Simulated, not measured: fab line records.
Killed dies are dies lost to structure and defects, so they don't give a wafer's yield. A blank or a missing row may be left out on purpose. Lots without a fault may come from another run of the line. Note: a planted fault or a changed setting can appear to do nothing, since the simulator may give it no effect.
Matching of chambers | flow n5 finfet | 4 sister chambers for N5_HKMG_FIN_ALD_74 on ald hk-03
The step deposits La2O3, target thk 0.5 nm, pulse time 6 s, co reactant pulse time 1 s. 4 wafers are shown with their chamber, then 11 later ones without.

## WAFERS, EACH WITH ITS CHAMBER
wafer  | chamber | heater power w (W)
L083.1 | 1       | 363
L084.1 | 3       | 397
L084.3 | 0       | 287
L085.2 | 2       | 369

## WAFERS WITH NO CHAMBER GIVEN
wafer  | heater power w (W)
L085.3 | 300
L085.4 | 375
L092.1 | 300
L092.4 | 359
L092.6 | 368
L095.1 | 289
L095.2 | 395
L095.4 | 366
L096.2 | 396
L096.4 | 295
L096.5 | 370

## THE CHAMBER EACH PASSED THROUGH
wafer  | from the rows above     | in truth
L085.3 | 0                       | 0
L085.4 | can't be placed: 2 or 1 | 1
L092.1 | 0                       | 0
L092.4 | can't be placed: 1 or 2 | 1
L092.6 | can't be placed: 2 or 1 | 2
L095.1 | 0                       | 0
L095.2 | 3                       | 3
L095.4 | can't be placed: 1 or 2 | 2
L096.2 | 3                       | 3
L096.4 | 0                       | 0
L096.5 | can't be placed: 2 or 1 | 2
Correct placement for 6 of the 11. Cannot be placed on the basis of these rows: 5; the candidates contain the true chamber in 5. Placed wrongly: 0.
How it was worked out, from the rows above alone: a wafer's distance from a chamber is the root of the sum, over the readings, of the square of ((its reading less the chamber's mean) divided by the reading's scatter). The wafer belongs to the nearest chamber; if the next one is less than 2 further off, it can't be placed. For every chamber, the mean is computed from those of its wafers that are shown. The scatter (one wafer shown for each chamber): square how far every hidden wafer sits from the nearest shown wafer, average those squares and take the square root.
